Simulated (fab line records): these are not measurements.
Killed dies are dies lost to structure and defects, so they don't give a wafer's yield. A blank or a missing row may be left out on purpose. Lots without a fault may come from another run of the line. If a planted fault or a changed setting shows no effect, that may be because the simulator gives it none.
fab line records | flow nandHarc | part 1 of 2: steps 1 to 18 of 32
record: lots: 5 | wafers: 15 | lastDay: 29
route steps=1302 shown A_SGD_CUT@905 A_SLIT@922
lots with no fault: from the same line, run without faults
startH: the number of hours between the record's first day and the start of the first shown wafer of the lot | waitH: hours since the lot's step before | " as in the row above | L1.1+2: a row that stands for several wafers | - either no value or no given start | * or withheld: withheld | < > ~ a bound
route shown NAME@n: a module of which the file shows steps, and the number in the route of the first | usual: mean/standard deviation taken from wafers without a fault | same: alike in all rows | chamber/n: place in a boat | sites: readings site by site | _std_site: how widely they spread, as a standard deviation | _edge_site: inner sites' mean taken away from outer sites' mean | radiusMm: for every site, how far away it sits from the centre of the wafer | mask NAME#n: copy n | behind: the last tool/chamber to shape the wafer | hold: the reason the lot was held/the length of the hold in hours/how it ended | device: which transistor (n, p or np) failed to switch | end of line: the same wafers' tests at the end of the route | step lacking rows: just its recipe | killed: dies that structure and defects cost at the first sort, which is not the same as the wafer's yield | map: dies across one wafer; x = killed, . = not, _ = none there
set.NAME: setting as actually run; set.NAME@STEP: the setting as run at that earlier step | model.NAME: the simulator's own value behind a step, which no gauge read
certain route steps with their lots: each step a table, each wafer a row
services: from which hour (startH, from the record's first day; less than 0 if before it) a tool's chamber was out of use, for how many hours, and why
== steps ==
step: NHARC_A_SGD_CUT_ETCH_58
recipe: targetDepthA: 390 | overEtchFrac: 0.3 | timeS: 65 | ionEnergyEv: 80 | cf4FlowSccm: 150 | arFlowSccm: 0 | rfW: 300 | biasW: 100 | chemistry: CF4
usual: drypumpMotorCurrentA: 5.6/0.51 | mfcArSccm: 0.003/0.0061 | oesProductAu: 1.001/0.011 | rfVppV: 151.1/1.2 | showerheadPlenumPTorr: 1.76/0.068 | throttleValvePct: 13.285/0.0086
lot.wafer | tool       | chamber | startH | waitH | drypumpMotorCurrentA | mfcArSccm | oesProductAu | rfHoursCounterH | rfVppV | showerheadPlenumPTorr | throttleValvePct
L078.4    | rieDiel-08 | 3       | 465.10 | 0.1   | 6.0                  | 0         | 0.986        | 6.8             | 150.8  | 1.81                  | 13.292
L078.2    | "          | 0       | "      | "     | 5.1                  | 0.007     | 0.998        | 6.8             | 151.0  | 1.82                  | 13.277
L078.5    | "          | 2       | "      | "     | 5.6                  | 0.015     | 0.999        | -               | 150.3  | 1.65                  | 13.278
L077.1    | rieDiel-12 | 2       | 465.26 | 0.1   | 5.3                  | 0         | 1.009        | 0.8             | 149.9  | 1.75                  | 13.276
L077.6    | "          | 0       | "      | "     | 6.6                  | 0         | 1.004        | -               | 151.7  | 1.79                  | 13.286
L077.5    | "          | 1       | "      | "     | 5.7                  | 0         | 1.004        | -               | 150.4  | 1.72                  | 13.281
L081.3    | rieDiel-08 | 3       | 522.55 | 0.1   | 6.0                  | 0         | 1.004        | 11.0            | 151.7  | 1.81                  | 13.284
L081.2    | "          | 0       | "      | "     | 5.1                  | 0.007     | 1.007        | 11.5            | 152.2  | 1.82                  | 13.298
L081.6    | "          | 1       | "      | "     | 4.9                  | 0.020     | 0.993        | -               | 150.2  | 1.68                  | 13.300
L085.3    | rieDiel-12 | 1       | 549.87 | 0.1   | 5.8                  | 0         | 1.014        | 6.2             | 150.2  | 1.71                  | 13.269
L085.5    | "          | 0       | "      | "     | 6.6                  | 0         | 1.015        | -               | 152.4  | 1.79                  | 13.282
L085.6    | "          | 1       | "      | "     | 5.7                  | 0         | 1.004        | -               | 150.8  | 1.71                  | 13.291
L090.4    | rieDiel-01 | 0       | 575.72 | 0.1   | 4.8                  | 0.004     | 1.012        | 0.8             | 151.0  | 1.80                  | 13.283
L090.1    | "          | 1       | "      | "     | 5.6                  | 0         | 0.994        | 1.0             | 150.9  | 1.69                  | 13.302
L090.6    | "          | 3       | "      | "     | 5.5                  | 0         | 1.000        | -               | 151.6  | 1.89                  | 13.280
step: NHARC_A_SGD_CUT_ETCH_59
recipe: targetDepthA: 2600 | overEtchFrac: 0.25 | timeS: 406.25 | ionEnergyEv: 200 | n2FlowSccm: 150 | h2FlowSccm: 150 | arFlowSccm: 0 | rfW: 400 | biasW: 150 | chemistry: N2/H2
usual: drypumpMotorCurrentA: 5.6/0.5 | h2FlowSccm: 150.0/0.47 | mfcArSccm: 0.003/0.0061 | oesProductAu: 1.002/0.01 | rfVppV: 430.3/2.6 | showerheadPlenumPTorr: 2.03/0.086 | throttleValvePct: 14.173/0.0092
lot.wafer | tool       | chamber | startH | waitH | drypumpMotorCurrentA | h2FlowSccm | mfcArSccm | oesProductAu | rfHoursCounterH | rfVppV | showerheadPlenumPTorr | throttleValvePct
L078.4    | rieDiel-08 | 0       | -      | -     | 5.1                  | 149.1      | 0.007     | 0.999        | 6.9             | 433.1  | 2.11                  | 14.167
L078.2    | "          | 1       | "      | "     | 4.9                  | 149.6      | 0.020     | 1.000        | 7.4             | 427.4  | 1.92                  | 14.179
L078.5    | "          | 1       | "      | "     | 4.9                  | 150.1      | 0.020     | 0.992        | -               | 428.5  | 1.93                  | 14.180
L077.1    | rieDiel-12 | 2       | -      | -     | 5.3                  | 150.6      | 0         | 1.001        | 0.8             | 429.3  | 2.02                  | 14.177
L077.6    | "          | 3       | "      | "     | 5.5                  | 149.6      | 0         | 0.980        | -               | 427.4  | 1.98                  | 14.164
L077.5    | "          | 0       | "      | "     | 6.6                  | 150.1      | 0         | 1.009        | -               | 430.6  | 2.07                  | 14.174
L081.3    | rieDiel-08 | 2       | -      | -     | 5.5                  | 150.1      | 0.015     | 1.004        | 11.0            | 425.6  | 1.89                  | 14.171
L081.2    | "          | 0       | "      | "     | 5.2                  | 150.3      | 0.007     | 1.003        | 11.6            | 433.7  | 2.11                  | 14.183
L081.6    | "          | 3       | "      | "     | 6.0                  | 150.1      | 0         | 0.988        | -               | 433.0  | 2.09                  | 14.165
L085.3    | rieDiel-12 | 2       | -      | -     | 5.3                  | 150.4      | 0         | 1.002        | 5.9             | 429.2  | 2.01                  | 14.167
L085.6    | "          | 3       | "      | "     | 5.5                  | 149.9      | 0         | 0.989        | -               | 428.7  | 1.98                  | 14.186
L085.5    | "          | 0       | "      | "     | 6.6                  | 150.3      | 0         | 1.021        | -               | 432.8  | 2.07                  | 14.183
L090.4    | rieDiel-01 | 1       | -      | -     | 5.6                  | 150.3      | 0         | 0.990        | 1.0             | 429.2  | 1.94                  | 14.186
L090.1    | "          | 2       | "      | "     | 6.2                  | 150.0      | 0         | 0.993        | 0.9             | 429.7  | 2.00                  | 14.178
L090.6    | "          | 2       | "      | "     | 6.2                  | 150.2      | 0         | 0.995        | -               | 429.2  | 2.00                  | 14.165
step: NHARC_A_SGD_CUT_ETCH_15
recipe: targetDepthA: 750 | timeS: 64.3 | ch3fFlowSccm: 50 | o2FlowSccm: 30 | arFlowSccm: 200 | rfW: 500 | biasW: 100 | chemistry: CH3F/O2
usual: ch3fFlowSccm: 50.00/0.15 | drypumpMotorCurrentA: 5.6/0.5 | mfcArSccm: 200.0/0.54 | oesProductAu: 0.962/0.016 | rfVppV: 263.5/1.6 | showerheadPlenumPTorr: 2.44/0.096 | throttleValvePct: 20.662/0.0095
lot.wafer | tool       | chamber | startH | waitH | ch3fFlowSccm | drypumpMotorCurrentA | mfcArSccm | oesProductAu | rfHoursCounterH | rfVppV | showerheadPlenumPTorr | throttleValvePct
L078.2    | rieDiel-08 | 3       | -      | -     | 50.05        | 6.0                  | 199.6     | 0.956        | 6.9             | 263.7  | 2.52                  | 20.646
L078.4    | "          | 1       | "      | "     | 50.12        | 4.9                  | 199.6     | 0.974        | 7.5             | 262.3  | 2.33                  | 20.658
L078.5    | "          | 0       | "      | "     | 50.19        | 5.1                  | 199.8     | 0.966        | -               | 264.8  | 2.54                  | 20.674
L077.1    | rieDiel-12 | 2       | -      | -     | 50.05        | 5.3                  | 198.9     | 0.965        | 0.9             | 262.2  | 2.43                  | 20.663
L077.5    | "          | 2       | "      | "     | 50.16        | 5.3                  | 199.4     | 0.960        | -               | 262.6  | 2.43                  | 20.662
L077.6    | "          | 3       | "      | "     | 49.98        | 5.5                  | 199.4     | 0.956        | -               | 263.6  | 2.39                  | 20.659
L081.2    | rieDiel-08 | 3       | -      | -     | 49.90        | 6.0                  | 199.7     | 0.962        | 11.2            | 264.4  | 2.52                  | 20.661
L081.3    | "          | 1       | "      | "     | 49.66        | 4.9                  | 199.8     | 0.981        | 11.5            | 261.4  | 2.33                  | 20.667
L081.6    | "          | 2       | "      | "     | 49.85        | 5.5                  | 199.5     | 0.969        | -               | 261.9  | 2.29                  | 20.670
L085.3    | rieDiel-12 | 1       | -      | -     | 50.00        | 5.8                  | 200.3     | 0.986        | 6.3             | 263.2  | 2.38                  | 20.663
L085.6    | "          | 0       | "      | "     | 50.02        | 6.7                  | 199.7     | 0.996        | -               | 264.5  | 2.49                  | 20.657
L085.5    | "          | 1       | "      | "     | 49.78        | 5.8                  | 200.5     | 0.977        | -               | 262.8  | 2.38                  | 20.682
L090.4    | rieDiel-01 | 1       | -      | -     | 49.92        | 5.6                  | 200.6     | 0.959        | 1.2             | 262.9  | 2.34                  | 20.670
L090.1    | "          | 2       | "      | "     | 50.14        | 6.2                  | 199.4     | 0.944        | 1.1             | 263.2  | 2.41                  | 20.670
L090.6    | "          | 1       | "      | "     | 49.95        | 5.6                  | 199.3     | 0.962        | -               | 262.8  | 2.35                  | 20.681
step: NHARC_A_SGD_CUT_ETCH_16
recipe: targetDepthA: 3105 | timeS: 155.2 | c4f8FlowSccm: withheld | o2FlowSccm: 8 | arFlowSccm: withheld | rfW: 600 | biasW: 800 | chemistry: C4F8/O2/Ar
usual: oesProductAu: 0.975/0.016 | rfVppV: 723/4.1
lot.wafer | tool       | chamber | startH | waitH | oesProductAu | rfHoursCounterH | rfVppV
L078.4    | rieDiel-08 | 2       | -      | -     | 0.978        | 7.0             | 716
L078.2    | "          | 3       | "      | "     | 0.973        | 7.0             | 726
L078.5    | "          | 1       | "      | "     | 0.982        | -               | 718
L077.1    | rieDiel-12 | 2       | -      | -     | 0.981        | 0.9             | 723
L077.5    | "          | 2       | "      | "     | 0.970        | -               | 723
L077.6    | "          | 3       | "      | "     | 0.968        | -               | 718
L081.3    | rieDiel-08 | 0       | -      | -     | 0.986        | 11.7            | 725
L081.2    | "          | 1       | "      | "     | 0.980        | 11.5            | 718
L081.6    | "          | 3       | "      | "     | 0.974        | -               | 726
L085.3    | rieDiel-12 | 3       | -      | -     | 0.963        | 6.2             | 720
L085.5    | "          | 3       | "      | "     | 0.971        | -               | 720
L085.6    | "          | 0       | "      | "     | 1.007        | -               | 723
L090.4    | rieDiel-01 | 3       | -      | -     | 0.979        | 0.8             | 729
L090.1    | "          | 0       | "      | "     | 0.990        | 0.9             | 726
L090.6    | "          | 3       | "      | "     | 0.971        | -               | 730
step: NHARC_A_SGD_CUT_STRIP_60
recipe: c4f8FlowSccm: withheld | o2FlowSccm: 8 | arFlowSccm: withheld | biasW: 0 | chemistry: C4F8/O2/Ar
lot.wafer  | tool       | chamber | startH | waitH
L078.2+4+5 | rieDiel-08 | 0,2,0   | -      | -
L077.1+5+6 | rieDiel-12 | 0,2,3   | -      | -
L081.2+3+6 | rieDiel-08 | 0,2,0   | -      | -
L085.3+5+6 | rieDiel-12 | 0,1,2   | -      | -
L090.1+4+6 | rieDiel-01 | 3,0,1   | -      | -
step: NHARC_A_SGD_CUT_STRIP_17
recipe: o2FlowSccm: 500 | arFlowSccm: 0 | biasW: 0 | chemistry: O2
usual: drypumpMotorCurrentA: 5.7/0.52 | mfcArSccm: 0.003/0.0061 | oesProductAu: 1.001/0.011 | rfVppV: 57.8/0.92 | showerheadPlenumPTorr: 3.51/0.14 | throttleValvePct: 17.036/0.009
lot.wafer | tool       | chamber | startH | waitH | drypumpMotorCurrentA | mfcArSccm | oesProductAu | rfHoursCounterH | rfVppV | showerheadPlenumPTorr | throttleValvePct
L078.4    | rieDiel-08 | 2       | -      | -     | 5.5                  | 0.015     | 1.008        | 7.0             | 57.6   | 3.29                  | 17.025
L078.2    | "          | 0       | "      | "     | 5.2                  | 0.007     | 1.001        | 7.2             | 57.8   | 3.64                  | 17.051
L078.5    | "          | 2       | "      | "     | 5.5                  | 0.015     | 1.002        | -               | 57.1   | 3.29                  | 17.045
L077.1    | rieDiel-12 | 3       | -      | -     | 5.6                  | 0         | 0.976        | 1.0             | 57.1   | 3.43                  | 17.023
L077.5    | "          | 2       | "      | "     | 5.3                  | 0         | 0.999        | -               | 57.6   | 3.49                  | 17.038
L077.6    | "          | 3       | "      | "     | 5.6                  | 0         | 0.977        | -               | 57.4   | 3.43                  | 17.038
L081.3    | rieDiel-08 | 1       | -      | -     | 4.9                  | 0.020     | 0.993        | 11.5            | 57.9   | 3.35                  | 17.050
L081.2    | "          | 2       | "      | "     | 5.6                  | 0.015     | 1.004        | 11.3            | 57.5   | 3.29                  | 17.026
L081.6    | "          | 1       | "      | "     | 4.9                  | 0.020     | 0.998        | -               | 57.6   | 3.35                  | 17.040
L085.3    | rieDiel-12 | 0       | -      | -     | 6.6                  | 0         | 1.019        | 6.7             | 58.5   | 3.57                  | 17.047
L085.5    | "          | 0       | "      | "     | 6.7                  | 0         | 1.012        | -               | 57.8   | 3.57                  | 17.049
L085.6    | "          | 1       | "      | "     | 5.8                  | 0         | 1.003        | -               | 58.7   | 3.42                  | 17.034
L090.1    | rieDiel-01 | 0       | -      | -     | 4.9                  | 0.004     | 1.010        | 1.0             | 57.1   | 3.58                  | 17.038
L090.4    | "          | 1       | "      | "     | 5.6                  | 0         | 0.980        | 1.3             | 57.0   | 3.37                  | 17.033
L090.6    | "          | 2       | "      | "     | 6.2                  | 0         | 0.982        | -               | 58.3   | 3.46                  | 17.033
step: NHARC_A_SGD_CUT_PRECLEAN_18
recipe: timeS: * | tempC: 50 | bathAgeMin: 0 | chemistry: SC1
usual: diwFlowMLMin: 1415/4.3 | sc1H2o2EndMolL: 0.3698/0.00065 | tempC: 50.00/0.11
lot.wafer | tool        | chamber | startH | waitH | diwFlowMLMin | sc1H2o2EndMolL | tempC
L078.5    | wetBench-03 | 2       | 465.99 | -     | 1412         | 0.3692         | 50.04
L078.2    | "           | 3       | "      | "     | 1412         | 0.3695         | 50.00
L078.4    | "           | 6       | "      | "     | 1412         | 0.3706         | 49.94
L077.1    | wetBench-05 | 4       | 466.14 | -     | 1415         | 0.3693         | 50.00
L077.5    | "           | 5       | "      | "     | 1414         | 0.3694         | 49.90
L077.6    | "           | 6       | "      | "     | 1411         | 0.3702         | 49.92
L081.3    | wetBench-07 | 0       | 523.44 | -     | 1411         | 0.3690         | 50.11
L081.2    | "           | 1       | "      | "     | 1408         | 0.3696         | 50.10
L081.6    | "           | 2       | "      | "     | 1409         | 0.3703         | 49.87
L085.3    | wetBench-07 | 1       | 550.88 | -     | 1418         | 0.3699         | 50.17
L085.6    | "           | 2       | "      | "     | 1403         | 0.3709         | 49.98
L085.5    | "           | 3       | "      | "     | 1413         | 0.3709         | 50.04
L090.4    | wetBench-07 | 2       | 576.60 | -     | 1412         | 0.3692         | 49.86
L090.1    | "           | 3       | "      | "     | 1414         | 0.3699         | 50.01
L090.6    | "           | 6       | "      | "     | 1412         | 0.3701         | 49.99
step: NHARC_A_SGD_CUT_SRD_19
lot.wafer  | tool        | chamber | startH | waitH
L078.5+2+4 | wetBench-03 | 2,3,6   | -      | -
L077.1+5+6 | wetBench-05 | 4,5,6   | -      | -
L081.3+2+6 | wetBench-07 | 0,1,2   | -      | -
L085.3+6+5 | wetBench-07 | 1,2,3   | -      | -
L090.4+1+6 | wetBench-07 | 2,3,6   | -      | -
step: NHARC_A_SGD_CUT_DEP_20
recipe: targetThkA: 1500 | tempC: 65 | material: SiO2
lot.wafer  | tool    | chamber | startH | waitH
L078.2+4+5 | fcvd-02 | 0       | 466.13 | -
L077.1+5+6 | fcvd-01 | 0,0,1   | 466.28 | -
L081.2+3+6 | fcvd-01 | 1,1,0   | 523.60 | -
L085.3+6+5 | fcvd-02 | 0,0,1   | 551.06 | -
L090.1+4+6 | fcvd-01 | 1,1,0   | 576.77 | -
step: NHARC_A_SGD_CUT_ANNEAL_27
recipe: tempC: 450 | timeS: 1800
usual: spikeTcBottomC: 474.3/2.4 | spikeTcTopC: 477/3.8 | tube_center_temp_C_max: 451.14/0.18 | zonePowerBottomPct: 7.4/0.75 | zonePowerCentrePct: 5.8/0.49
lot.wafer | tool       | chamber | startH | waitH | spikeTcBottomC | spikeTcTopC | tube_center_temp_C_max | zonePowerBottomPct | zonePowerCentrePct
L077.1    | furnace-03 | 0       | 469.32 | 3.0   | 472.5          | 481         | 451.05                 | 6.4                | 5.1
L077.5    | "          | 0       | "      | "     | 474.0          | 481         | 450.85                 | 6.5                | 5.1
L077.6    | "          | 0       | "      | "     | 472.2          | 484         | 451.04                 | 6.4                | 5.1
L078.2    | furnace-03 | 0       | 469.32 | 3.2   | 474.2          | 483         | 451.22                 | 6.4                | 5.2
L078.4    | "          | 0       | "      | "     | 472.2          | 481         | 450.96                 | 6.4                | 5.2
L078.5    | "          | 0       | "      | "     | 472.7          | 484         | 450.85                 | 6.4                | 5.2
L081.2    | furnace-03 | 0       | 526.49 | 2.9   | 471.8          | 481         | 451.08                 | 6.5                | 5.2
L081.3    | "          | 0       | "      | "     | 473.2          | 480         | 451.11                 | 6.4                | 5.1
L081.6    | "          | 0       | "      | "     | 471.8          | 482         | 451.33                 | 6.4                | 5.2
L085.3    | furnace-07 | 0       | 556.00 | 4.9   | 477.4          | 475         | 451.22                 | 7.6                | 6.0
L085.5    | "          | 0       | "      | "     | 477.4          | 475         | 450.99                 | 7.5                | 6.0
L085.6    | "          | 0       | "      | "     | 475.9          | 476         | 451.08                 | 7.6                | 6.0
L090.1    | furnace-07 | 0       | 580.06 | 3.3   | 475.6          | 475         | 450.86                 | 7.7                | 6.1
L090.4    | "          | 0       | "      | "     | 476.0          | 476         | 451.01                 | 7.6                | 6.0
L090.6    | "          | 0       | "      | "     | 476.4          | 475         | 451.16                 | 7.7                | 6.0
step: NHARC_A_SGD_CUT_CMP_21
recipe: targetThkNm: 148.19
usual: motorCurrentA: 12.0/0.8 | timeToEndpointS: 50.9/2.6
lot.wafer | tool   | chamber | startH | waitH | motorCurrentA | timeToEndpointS
L077.1    | cmp-04 | 2       | 470.77 | 0.4   | 11.9          | 51.0
L077.6    | "      | 2       | "      | "     | 12.6          | 51.3
L077.5    | "      | 3       | "      | "     | 10.9          | 53.7
L078.2    | cmp-01 | 0       | 470.77 | 0.4   | 12.6          | 53.3
L078.4    | "      | 2       | "      | "     | 11.7          | 51.8
L078.5    | "      | 1       | "      | "     | 12.0          | 48.0
L081.3    | cmp-04 | 3       | 527.94 | 0.4   | 10.8          | 49.7
L081.2    | "      | 1       | "      | "     | 10.9          | 51.0
L081.6    | "      | 2       | "      | "     | 11.8          | 49.1
L085.3    | cmp-04 | 2       | 557.46 | 0.4   | 12.5          | 47.8
L085.6    | "      | 1       | "      | "     | 10.6          | 50.4
L085.5    | "      | 2       | "      | "     | 11.4          | 49.4
L090.4    | cmp-04 | 2       | 581.54 | 0.4   | 11.2          | 45.5
L090.1    | "      | 0       | "      | "     | 11.6          | 48.9
L090.6    | "      | 1       | "      | "     | 11.1          | 49.7
step: NHARC_A_SGD_CUT_THK_MEAS_22
recipe: thkMeasGauge: ellipsometry
usual: thkNm: 148.1/1.5
lot.wafer | tool         | chamber | startH | waitH | thkNm
L077.1    | filmMetro-02 | -       | 471.03 | 0.2   | 148.8
L077.5    | "            | -       | "      | "     | 147.9
L077.6    | "            | -       | "      | "     | 145.1
L078.2    | filmMetro-01 | -       | 471.03 | 0.2   | 149.2
L078.4    | "            | -       | "      | "     | 147.2
L078.5    | "            | -       | "      | "     | 148.7
L081.2    | filmMetro-01 | -       | 528.17 | 0.2   | 148.8
L081.3    | "            | -       | "      | "     | 149.5
L081.6    | "            | -       | "      | "     | 149.2
L085.3    | filmMetro-02 | -       | 557.69 | 0.2   | 147.2
L085.5    | "            | -       | "      | "     | 149.0
L085.6    | "            | -       | "      | "     | 149.3
L090.1    | filmMetro-02 | -       | 581.77 | 0.2   | 147.6
L090.4    | "            | -       | "      | "     | 146.4
L090.6    | "            | -       | "      | "     | 147.2
step: NHARC_A_SGD_CUT_SRD_23
lot.wafer  | tool        | chamber | startH | waitH
L077.1+5+6 | wetBench-03 | 6,1,2   | 471.07 | 0.0
L078.2+4+5 | wetBench-05 | 2,3,5   | 471.07 | 0.0
L081.3+6+2 | wetBench-07 | 2,3,5   | 528.22 | 0.0
L085.6+5+3 | wetBench-07 | 1,2,3   | 557.74 | 0.0
L090.4+1+6 | wetBench-05 | 1,2,4   | 581.81 | 0.0
step: NHARC_A_SGD_CUT_ETCH_26
recipe: targetDepthA: 458 | chemistry: dHF | material: SiO2
lot.wafer  | tool        | chamber | startH | waitH
L077.1+5+6 | wetBench-03 | 6,1,2   | 471.10 | 0.0
L078.2+4+5 | wetBench-05 | 2,3,5   | 471.10 | 0.0
L081.3+6+2 | wetBench-07 | 2,3,5   | 528.25 | 0.0
L085.6+5+3 | wetBench-07 | 1,2,3   | 557.77 | 0.0
L090.4+1+6 | wetBench-05 | 1,2,4   | 581.84 | 0.0
step: NHARC_A_SGD_CUT_ETCHBACK_24
recipe: targetDepthA: 500 | overEtchFrac: 0.3 | timeS: 92.857 | ionEnergyEv: 120 | ch3fFlowSccm: 50 | o2FlowSccm: 30 | arFlowSccm: 200 | rfW: 500 | biasW: 100 | chemistry: CH3F/O2
usual: ch3fFlowSccm: 50.02/0.14 | drypumpMotorCurrentA: 5.6/0.49 | mfcArSccm: 200.0/0.68 | oesProductAu: 0.98/0.036 | rfVppV: 244.1/1.5 | showerheadPlenumPTorr: 2.45/0.098 | throttleValvePct: 20.663/0.0087
lot.wafer | tool       | chamber | startH | waitH | ch3fFlowSccm | drypumpMotorCurrentA | mfcArSccm | oesProductAu | rfHoursCounterH | rfVppV | showerheadPlenumPTorr | throttleValvePct
L078.2    | rieDiel-12 | 1       | 471.26 | 0.2   | 50.03        | 5.7                  | 201.0     | 1.01         | 1               | 242.7  | 2.38                  | 20.668
L078.4    | "          | 3       | "      | "     | 49.96        | 5.6                  | 198.5     | 0.99         | 1               | 244.0  | 2.39                  | 20.645
L078.5    | "          | 1       | "      | "     | 49.96        | 5.8                  | 200.9     | 1.00         | -               | 243.7  | 2.38                  | 20.679
L077.1    | rieDiel-01 | 1       | 471.28 | 0.2   | 50.06        | 5.6                  | 199.5     | 1.01         | 3               | 244.6  | 2.35                  | 20.641
L077.5    | "          | 3       | "      | "     | 49.83        | 5.5                  | 200.6     | 1.02         | -               | 247.3  | 2.64                  | 20.666
L077.6    | "          | 0       | "      | "     | 50.01        | 4.8                  | 200.5     | 1.00         | -               | 244.3  | 2.50                  | 20.663
L081.2    | rieDiel-01 | 1       | 528.41 | 0.1   | 50.11        | 5.6                  | 199.6     | 1.00         | 6               | 243.0  | 2.35                  | 20.657
L081.3    | "          | 2       | "      | "     | 49.87        | 6.2                  | 200.1     | 1.00         | 6               | 241.6  | 2.41                  | 20.664
L081.6    | "          | 0       | "      | "     | 50.09        | 4.8                  | 201.4     | 1.02         | -               | 244.1  | 2.50                  | 20.672
L085.3    | rieDiel-08 | 3       | 558.00 | 0.2   | 49.96        | 6.0                  | 200.2     | 1.01         | 1               | 245.1  | 2.52                  | 20.670
L085.5    | "          | 0       | "      | "     | 50.11        | 5.2                  | 199.9     | 1.00         | -               | 245.5  | 2.54                  | 20.659
L085.6    | "          | 1       | "      | "     | 50.24        | 4.9                  | 199.6     | 1.01         | -               | 243.0  | 2.33                  | 20.652
L090.4    | rieDiel-12 | 1       | 582.02 | 0.2   | 49.83        | 5.8                  | 200.6     | 0.99         | 8               | 243.0  | 2.38                  | 20.654
L090.1    | "          | 2       | "      | "     | 50.01        | 5.3                  | 199.9     | 1.00         | 8               | 244.2  | 2.43                  | 20.647
L090.6    | "          | 0       | "      | "     | 50.03        | 6.6                  | 198.1     | 1.01         | -               | 243.3  | 2.49                  | 20.668
step: NHARC_A_SGD_CUT_STRIP_28
recipe: timeS: 20 | o2FlowSccm: 500 | arFlowSccm: 0 | biasW: 0 | chemistry: O2
usual: drypumpMotorCurrentA: 5.6/0.51 | mfcArSccm: 0.003/0.0062 | oesProductAu: 1.002/0.01 | rfVppV: 57.7/0.94 | showerheadPlenumPTorr: 3.52/0.14 | throttleValvePct: 17.037/0.0087
lot.wafer | tool       | chamber | startH | waitH | drypumpMotorCurrentA | mfcArSccm | oesProductAu | rfHoursCounterH | rfVppV | showerheadPlenumPTorr | throttleValvePct
L078.4    | rieDiel-12 | 1       | -      | -     | 5.8                  | 0         | 1.011        | 1               | 59.1   | 3.42                  | 17.036
L078.2    | "          | 3       | "      | "     | 5.6                  | 0         | 0.987        | 1               | 56.4   | 3.43                  | 17.014
L078.5    | "          | 1       | "      | "     | 5.8                  | 0         | 1.008        | -               | 59.3   | 3.42                  | 17.044
L077.1    | rieDiel-01 | 1       | -      | -     | 5.6                  | 0         | 1.000        | 3               | 59.2   | 3.37                  | 17.028
L077.6    | "          | 2       | "      | "     | 6.2                  | 0         | 1.005        | -               | 57.1   | 3.46                  | 17.024
L077.5    | "          | 3       | "      | "     | 5.5                  | 0         | 1.009        | -               | 58.1   | 3.78                  | 17.027
L081.2    | rieDiel-01 | 0       | -      | -     | 4.8                  | 0.004     | 1.017        | 7               | 57.3   | 3.59                  | 17.039
L081.3    | "          | 1       | "      | "     | 5.6                  | 0         | 0.998        | 6               | 57.1   | 3.37                  | 17.031
L081.6    | "          | 3       | "      | "     | 5.5                  | 0         | 1.001        | -               | 57.1   | 3.78                  | 17.045
L085.3    | rieDiel-08 | 0       | -      | -     | 5.2                  | 0.007     | 0.990        | 1               | 58.5   | 3.64                  | 17.041
L085.5    | "          | 3       | "      | "     | 6.0                  | 0         | 1.006        | -               | 57.4   | 3.61                  | 17.021
L085.6    | "          | 0       | "      | "     | 5.2                  | 0.007     | 0.999        | -               | 58.5   | 3.64                  | 17.032
L090.4    | rieDiel-12 | 1       | -      | -     | 5.8                  | 0         | 1.011        | 8               | 57.8   | 3.42                  | 17.041
L090.1    | "          | 3       | "      | "     | 5.6                  | 0         | 0.986        | 8               | 56.5   | 3.43                  | 17.038
L090.6    | "          | 0       | "      | "     | 6.7                  | 0         | 1.018        | -               | 57.6   | 3.57                  | 17.044
step: NHARC_A_SGD_CUT_INSPECT_25
usual: rawDefectCount: 376/77
lot.wafer | tool             | chamber | startH | waitH | rawDefectCount
L078.2    | defectInspect-02 | -       | 471.49 | -     | 511
L078.4    | "                | -       | "      | "     | 477
L078.5    | "                | -       | "      | "     | 269
L077.1    | defectInspect-01 | -       | 471.49 | -     | 460
L077.5    | "                | -       | "      | "     | 390
L077.6    | "                | -       | "      | "     | 633
L081.2    | defectInspect-02 | -       | 528.64 | -     | 398
L081.3    | "                | -       | "      | "     | 477
L081.6    | "                | -       | "      | "     | 327
L085.3    | defectInspect-02 | -       | 558.25 | -     | 383
L085.5    | "                | -       | "      | "     | 315
L085.6    | "                | -       | "      | "     | 261
L090.1    | defectInspect-01 | -       | 582.24 | -     | 484
L090.4    | "                | -       | "      | "     | 421
L090.6    | "                | -       | "      | "     | 465
step: NHARC_A_SLIT_DEP_25
recipe: targetThkA: 2000 | tempC: 400 | pressureTorr: 6.5 | rfW: 900 | teosFlowSccm: 161.4 | flowSccm: 2650 | targetThkNm: 200 | gas: O2 | material: SiO2
usual: heaterPowerW: 528/73 | throttleValvePct: 16.0/0.4
lot.wafer | tool     | chamber | startH | waitH | heaterPowerW | throttleValvePct
L078.2    | pecvd-02 | 0       | 471.60 | 0.1   | 550          | 16.6
L078.5    | "        | 2       | "      | "     | 658          | 16.4
L078.4    | "        | 0       | "      | "     | 542          | 16.4
L077.1    | pecvd-04 | 2       | 471.68 | 0.2   | 441          | 15.5
L077.6    | "        | 0       | "      | "     | 369          | 14.9
L077.5    | "        | 2       | "      | "     | 469          | 15.4
L081.2    | pecvd-02 | 1       | 528.76 | 0.1   | 580          | 15.6
L081.3    | "        | 0       | "      | "     | 458          | 16.7
L081.6    | "        | 0       | "      | "     | 472          | 16.9
L085.3    | pecvd-02 | 2       | 558.32 | 0.1   | 499          | 16.2
L085.6    | "        | 0       | "      | "     | 480          | 16.8
L085.5    | "        | 1       | "      | "     | 576          | 15.6
L090.1    | pecvd-01 | 1       | 582.39 | 0.1   | 480          | 16.1
L090.4    | "        | 2       | "      | "     | 614          | 16.2
L090.6    | "        | 1       | "      | "     | 502          | 15.8
